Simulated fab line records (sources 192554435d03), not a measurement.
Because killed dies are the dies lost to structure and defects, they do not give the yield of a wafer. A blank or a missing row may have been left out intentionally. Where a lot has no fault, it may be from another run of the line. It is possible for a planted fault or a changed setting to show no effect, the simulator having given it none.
Which tool was responsible?    flow n5 finfet    24 lots, 72 wafers sampled, at 6 steps of a route of 1938

## WHAT EACH GAUGE READ, for each wafer
The record holds no reading of a measuring or inspecting step that can be judged against a usual standard deviation.

## WHAT TOOL EACH LOT RAN ON (gives the tool, then ch and the chambers of the sampled wafers, and finally the start)
lot   N5_GATE_CUT_CMP_43             N5_MOL_CONTACT_COAG_CONTACT_ETCH_14  N5_MOL_CONTACT_COAG_ALD_20           N5_MOL_CONTACT_COAG_SIL_ANNEAL_21  N5_MOL_CONTACT_COAG_ANNEAL_113    N5_MOL_CONTACT_COAG_SPUTTER_130
L074  cmp-01 ch 0,2,3, day 4 15:31   rie diel-06 ch 1,2, day 4 17:10      ald metal-01 ch 1,2, day 4 17:58     rtp anneal-02 ch 0, day 4 18:34    rtp anneal-02 ch 0, day 4 21:06   pvd sputter-02, day 4 23:49
L075  cmp-02 ch 0,2,3, day 4 22:10   rie diel-02 ch 0,1, day 4 23:56      ald metal-03 ch 0,3, day 5 00:45     rtp anneal-01 ch 0, day 5 01:19    rtp anneal-01 ch 0, day 5 04:11   pvd sputter-01, day 5 05:15
L076  cmp-02 ch 0,2, day 5 04:31     rie diel-02 ch 0,1,3, day 5 05:47    ald metal-03 ch 1,2, day 5 07:19     rtp anneal-02 ch 0, day 5 07:41    rtp anneal-02 ch 0, day 5 10:09   pvd sputter-01, day 5 12:45
L077  cmp-04 ch 0,1,3, day 5 06:55   rie diel-01 ch 0,1,3, day 5 08:14    ald metal-01 ch 1,2,3, day 5 09:15   rtp anneal-02 ch 0, day 5 09:47    rtp anneal-01 ch 0, day 5 13:20   pvd sputter-01, day 5 16:33
L078  cmp-01 ch 0,1, day 5 13:54     rie diel-06 ch 0,3, day 5 15:08      ald metal-01 ch 0,1,2, day 5 16:58   rtp anneal-01 ch 0, day 5 17:21    rtp anneal-01 ch 0, day 5 18:40   pvd sputter-03, day 5 20:34
L079  cmp-01 ch 0,1, day 5 22:33     rie diel-02 ch 0,1,2, day 5 23:52    ald metal-04 ch 0,3, day 6 01:23     rtp anneal-02 ch 0, day 6 01:45    rtp anneal-01 ch 0, day 6 03:46   pvd sputter-01, day 6 04:49
L080  cmp-02 ch 0,2,3, day 6 09:44   rie diel-01 ch 1,2, day 6 11:10      ald metal-01 ch 0,1,2, day 6 12:07   rtp anneal-01 ch 0, day 6 12:29    rtp anneal-01 ch 0, day 6 14:07   pvd sputter-03, day 6 16:05
L081  cmp-04 ch 0,1,2, day 6 10:05   rie diel-02 ch 1,2,3, day 6 11:23    ald metal-03 ch 1,2,3, day 6 12:13   rtp anneal-02 ch 0, day 6 12:37    rtp anneal-02 ch 0, day 6 14:38   pvd sputter-03, day 6 16:14
L082  cmp-04 ch 1,2, day 6 17:47     rie diel-06 ch 1,2, day 6 19:02      ald metal-04 ch 0,2,3, day 6 20:07   rtp anneal-02 ch 0, day 6 20:31    rtp anneal-02 ch 0, day 6 23:37   pvd sputter-02, day 7 00:41
L083  cmp-04 ch 0,1, day 6 18:47     rie diel-01 ch 0,2, day 6 20:06      ald metal-04 ch 0,2, day 6 22:29     rtp anneal-02 ch 0, day 6 22:59    rtp anneal-01 ch 0, day 7 00:56   pvd sputter-03, day 7 03:41
L084  cmp-02 ch 0,3, day 7 01:53     rie diel-01 ch 0,2, day 7 03:11      ald metal-04 ch 2,3, day 7 04:03     rtp anneal-01 ch 0, day 7 04:29    rtp anneal-01 ch 0, day 7 06:35   pvd sputter-01, day 7 10:37
L085  cmp-04 ch 0,3, day 7 10:59     rie diel-06 ch 2,3, day 7 12:13      ald metal-01 ch 0,3, day 7 13:24     rtp anneal-02 ch 0, day 7 13:56    rtp anneal-02 ch 0, day 7 15:04   pvd sputter-02, day 7 19:11
L086  cmp-02 ch 1,2,3, day 7 12:41   rie diel-06 ch 0,2,3, day 7 14:02    ald metal-04 ch 0,1,2, day 7 14:50   rtp anneal-01 ch 0, day 7 15:18    rtp anneal-01 ch 0, day 7 20:15   pvd sputter-03, day 7 22:35
L087  cmp-04 ch 1,2, day 7 21:37     rie diel-02 ch 0,1,2, day 7 23:03    ald metal-04 ch 0,1,3, day 7 23:55   rtp anneal-02 ch 0, day 8 00:30    rtp anneal-02 ch 0, day 8 03:40   pvd sputter-02, day 8 04:37
L088  cmp-04 ch 0,2,3, day 8 02:06   rie diel-02 ch 0,3, day 8 03:24      ald metal-04 ch 0,1,2, day 8 04:16   rtp anneal-01 ch 0, day 8 04:45    rtp anneal-02 ch 0, day 8 05:54   pvd sputter-01, day 8 07:50
L089  cmp-04 ch 1,2,3, day 8 08:38   rie diel-01 ch 2,3, day 8 09:54      ald metal-01 ch 1,2, day 8 11:34     rtp anneal-01 ch 0, day 8 11:56    rtp anneal-02 ch 0, day 8 13:28   pvd sputter-02, day 8 18:02
L090  cmp-01 ch 1,2,3, day 8 15:00   rie diel-01 ch 0,3, day 8 16:19      ald metal-03 ch 0,1, day 8 18:35     rtp anneal-01 ch 0, day 8 18:58    rtp anneal-01 ch 0, day 8 21:21   pvd sputter-03, day 8 23:26
L091  cmp-04 ch 1,2,3, day 8 23:23   rie diel-06 ch 0,1,3, day 9 00:37    ald metal-01 ch 0,1,3, day 9 01:41   rtp anneal-01 ch 0, day 9 02:04    rtp anneal-02 ch 0, day 9 03:38   pvd sputter-03, day 9 05:57
L092  cmp-01 ch 0,1,3, day 9 03:08   rie diel-02 ch 0,1,3, day 9 04:23    ald metal-01 ch 1,2, day 9 06:37     rtp anneal-01 ch 0, day 9 07:05    rtp anneal-02 ch 0, day 9 09:46   pvd sputter-01, day 9 12:04
L093  cmp-01 ch 0,2,3, day 9 08:36   rie diel-01 ch 1,2,3, day 9 10:00    ald metal-01 ch 1,2,3, day 9 11:43   rtp anneal-02 ch 0, day 9 12:16    rtp anneal-01 ch 0, day 9 13:32   pvd sputter-02, day 9 15:15
L094  cmp-04 ch 1,2,3, day 9 14:26   rie diel-02 ch 1,2, day 9 15:35      ald metal-04 ch 0,2,3, day 9 16:31   rtp anneal-01 ch 0, day 9 17:01    rtp anneal-01 ch 0, day 9 18:58   pvd sputter-03, day 9 22:48
L095  cmp-02 ch 0,1,2, day 9 19:54   rie diel-01 ch 0,1,2, day 9 21:13    ald metal-01 ch 1,3, day 9 23:01     rtp anneal-01 ch 0, day 9 23:26    rtp anneal-01 ch 0, day 10 01:10  pvd sputter-02, day 10 03:04
L096  cmp-04 ch 1,2,3, day 10 01:43  rie diel-01 ch 0,1,2, day 10 03:07   ald metal-01 ch 0,1,3, day 10 03:55  rtp anneal-01 ch 0, day 10 04:18   rtp anneal-01 ch 0, day 10 05:46  pvd sputter-01, day 10 07:54
L097  cmp-04 ch 1,3, day 10 10:53    rie diel-01 ch 0,1,3, day 10 12:23   ald metal-01 ch 1,2, day 10 13:25    rtp anneal-01 ch 0, day 10 13:47   rtp anneal-01 ch 0, day 10 15:07  pvd sputter-02, day 10 16:32
- N5_GATE_CUT_CMP_43: polishes SiO2.
- N5_MOL_CONTACT_COAG_CONTACT_ETCH_14: etches SiO2 in C4F6/O2, target depth 27.5 nm, overetch 8.5 nm, time 20 s.
- N5_MOL_CONTACT_COAG_ALD_20: deposits TiN, target thk 1.5 nm, pulse time 1 s, purge time 3 s.
- N5_MOL_CONTACT_COAG_SIL_ANNEAL_21: time 60 s.
- N5_MOL_CONTACT_COAG_ANNEAL_113: time 300 s.
- N5_MOL_CONTACT_COAG_SPUTTER_130: material Co, target thk 47.5 nm.

## AS READ BY THE TOOLS THEMSELVES (means over the sampled wafers that have a number; for cases with no such wafer, the mark the record gives instead)
N5_GATE_CUT_CMP_43.
lot   tool    motor current A (A)
L074  cmp-01  11.2
L075  cmp-02  11.6
L076  cmp-02  11.4
L077  cmp-04  12.5
L078  cmp-01  11.2
L079  cmp-01  11.0
L080  cmp-02  11.7
L081  cmp-04  12.8
L082  cmp-04  13.4
L083  cmp-04  12.7
L084  cmp-02  11.5
L085  cmp-04  12.5
L086  cmp-02  11.8
L087  cmp-04  12.8
L088  cmp-04  12.9
L089  cmp-04  12.7
L090  cmp-01  11.7
L091  cmp-04  12.9
L092  cmp-01  11.1
L093  cmp-01  11.7
L094  cmp-04  12.9
L095  cmp-02  12.2
L096  cmp-04  13.2
L097  cmp-04  12.7

N5_MOL_CONTACT_COAG_CONTACT_ETCH_14.
lot   tool         O2_flow_sccm (sccm)  drypump motor current A (A)  oes product au (a.u.)  rf vpp V (V)  showerhead plenum p Torr (Torr)  throttle valve pct (%)
L074  rie diel-06  10.00                6.0                          0.61                   691           2.83                             21.53
L075  rie diel-02  9.99                 5.6                          0.71                   698           3.03                             21.50
L076  rie diel-02  10.00                5.7                          0.68                   696           2.98                             21.33
L077  rie diel-01  10.00                5.3                          0.63                   691           2.83                             21.42
L078  rie diel-06  9.99                 6.1                          0.79                   694           2.91                             21.13
L079  rie diel-02  10.00                5.6                          0.67                   697           2.96                             21.47
L080  rie diel-01  10.01                5.2                          0.67                   687           2.75                             21.46
L081  rie diel-02  9.96                 5.5                          0.65                   694           2.91                             21.32
L082  rie diel-06  9.99                 6.2                          0.59                   689           2.78                             21.63
L083  rie diel-01  10.00                4.9                          0.62                   685           2.68                             21.39
L084  rie diel-01  10.00                4.9                          0.62                   686           2.68                             21.42
L085  rie diel-06  10.01                6.0                          0.66                   692           2.86                             21.37
L086  rie diel-06  10.03                5.9                          0.69                   693           2.91                             21.28
L087  rie diel-02  10.04                5.6                          0.65                   695           2.96                             21.50
L088  rie diel-02  10.02                5.8                          0.64                   694           2.91                             21.21
L089  rie diel-01  10.00                5.4                          0.74                   692           2.85                             21.33
L090  rie diel-01  9.96                 5.4                          0.72                   692           2.87                             21.24
L091  rie diel-06  10.03                6.1                          0.76                   695           2.97                             21.26
L092  rie diel-02  9.99                 5.7                          0.66                   695           2.96                             21.37
L093  rie diel-01  10.01                5.2                          0.69                   689           2.79                             21.42
L094  rie diel-02  9.99                 5.4                          0.62                   693           2.90                             21.47
L095  rie diel-01  10.03                5.1                          0.62                   687           2.71                             21.43
L096  rie diel-01  9.99                 5.1                          0.62                   687           2.71                             21.43
L097  rie diel-01  10.01                5.3                          0.67                   691           2.81                             21.34

N5_MOL_CONTACT_COAG_ALD_20.
lot   tool          heater power w (W)  precursor pulse height rel
L074  ald metal-01  930                 1.008
L075  ald metal-03  828                 0.999
L076  ald metal-03  1091                0.990
L077  ald metal-01  940                 1.018
L078  ald metal-01  911                 0.989
L079  ald metal-04  930                 0.998
L080  ald metal-01  923                 0.975
L081  ald metal-03  1012                0.996
L082  ald metal-04  928                 1.012
L083  ald metal-04  910                 1.001
L084  ald metal-04  892                 0.977
L085  ald metal-01  916                 0.996
L086  ald metal-04  970                 0.998
L087  ald metal-04  970                 0.997
L088  ald metal-04  978                 0.989
L089  ald metal-01  935                 1.016
L090  ald metal-03  1031                1.010
L091  ald metal-01  903                 0.999
L092  ald metal-01  959                 1.002
L093  ald metal-01  919                 1.008
L094  ald metal-04  931                 1.004
L095  ald metal-01  888                 0.992
L096  ald metal-01  909                 1.009
L097  ald metal-01  916                 1.018

N5_MOL_CONTACT_COAG_SIL_ANNEAL_21.
lot   tool           lamp power pct (%)  wafer_temp_C_max
L074  rtp anneal-02  6.4                 552.6
L075  rtp anneal-01  5.6                 551.8
L076  rtp anneal-02  6.4                 552.6
L077  rtp anneal-02  6.4                 552.2
L078  rtp anneal-01  5.6                 551.5
L079  rtp anneal-02  6.4                 552.4
L080  rtp anneal-01  5.6                 551.8
L081  rtp anneal-02  6.4                 551.9
L082  rtp anneal-02  6.4                 552.2
L083  rtp anneal-02  6.4                 551.7
L084  rtp anneal-01  5.6                 551.5
L085  rtp anneal-02  6.4                 552.2
L086  rtp anneal-01  5.6                 552.2
L087  rtp anneal-02  6.4                 552.4
L088  rtp anneal-01  5.6                 552.0
L089  rtp anneal-01  5.6                 551.5
L090  rtp anneal-01  5.6                 552.0
L091  rtp anneal-01  5.6                 551.6
L092  rtp anneal-01  5.6                 552.0
L093  rtp anneal-02  6.4                 552.2
L094  rtp anneal-01  5.6                 551.8
L095  rtp anneal-01  5.6                 551.7
L096  rtp anneal-01  5.6                 551.6
L097  rtp anneal-01  5.6                 551.8

N5_MOL_CONTACT_COAG_ANNEAL_113.
lot   tool           lamp power pct (%)  wafer_temp_C_max
L074  rtp anneal-02  2.74                401.7
L075  rtp anneal-01  2.42                401.2
L076  rtp anneal-02  2.74                401.6
L077  rtp anneal-01  2.42                401.0
L078  rtp anneal-01  2.42                401.4
L079  rtp anneal-01  2.42                401.2
L080  rtp anneal-01  2.42                401.0
L081  rtp anneal-02  2.74                401.8
L082  rtp anneal-02  2.74                401.7
L083  rtp anneal-01  2.42                401.3
L084  rtp anneal-01  2.42                401.2
L085  rtp anneal-02  2.74                401.9
L086  rtp anneal-01  2.42                401.6
L087  rtp anneal-02  2.74                401.9
L088  rtp anneal-02  2.74                401.4
L089  rtp anneal-02  2.74                401.7
L090  rtp anneal-01  2.42                401.2
L091  rtp anneal-02  2.74                401.8
L092  rtp anneal-02  2.74                401.6
L093  rtp anneal-01  2.43                401.3
L094  rtp anneal-01  2.42                401.2
L095  rtp anneal-01  2.42                401.1
L096  rtp anneal-01  2.42                401.1
L097  rtp anneal-01  2.42                401.3

N5_MOL_CONTACT_COAG_SPUTTER_130.
lot   tool            throttle valve pct (%)
L074  pvd sputter-02  29.8
L075  pvd sputter-01  29.7
L076  pvd sputter-01  30.8
L077  pvd sputter-01  30.2
L078  pvd sputter-03  30.2
L079  pvd sputter-01  29.5
L080  pvd sputter-03  29.0
L081  pvd sputter-03  29.1
L082  pvd sputter-02  29.2
L083  pvd sputter-03  30.2
L084  pvd sputter-01  30.3
L085  pvd sputter-02  29.9
L086  pvd sputter-03  29.7
L087  pvd sputter-02  29.8
L088  pvd sputter-01  30.2
L089  pvd sputter-02  29.8
L090  pvd sputter-03  29.2
L091  pvd sputter-03  28.9
L092  pvd sputter-01  30.8
L093  pvd sputter-02  30.1
L094  pvd sputter-03  30.2
L095  pvd sputter-02  30.2
L096  pvd sputter-01  30.2
L097  pvd sputter-02  29.3

## THE ANSWER, worked out from the rows above alone
Rule: the usual values come from the lots themselves. Put in order of their means at a reading, lots are off if they are a third of the lots or fewer, leave a main group of 4 or more, and stand apart from it by a gap of 3 or more times the standard deviation of the main group's means; of several such gaps the widest counts. A main group whose means are all the same, to the digits that the tables above print for the reading, isn't used. Also off: a lot with no number at a reading for which 4 or more lots have one. The other lots that the step has rows for count as sound. After the gauges, taken in route order, come the tools' own readings; for these a lot's mean is taken, as printed above. At the first step where some lot is off, the reading lying furthest off is the one used; lots without a number count as furthest.
No lot is off on any of the readings shown, so nothing can be concluded from this.

## WHAT HAD BEEN PUT IN BY THE SIMULATOR
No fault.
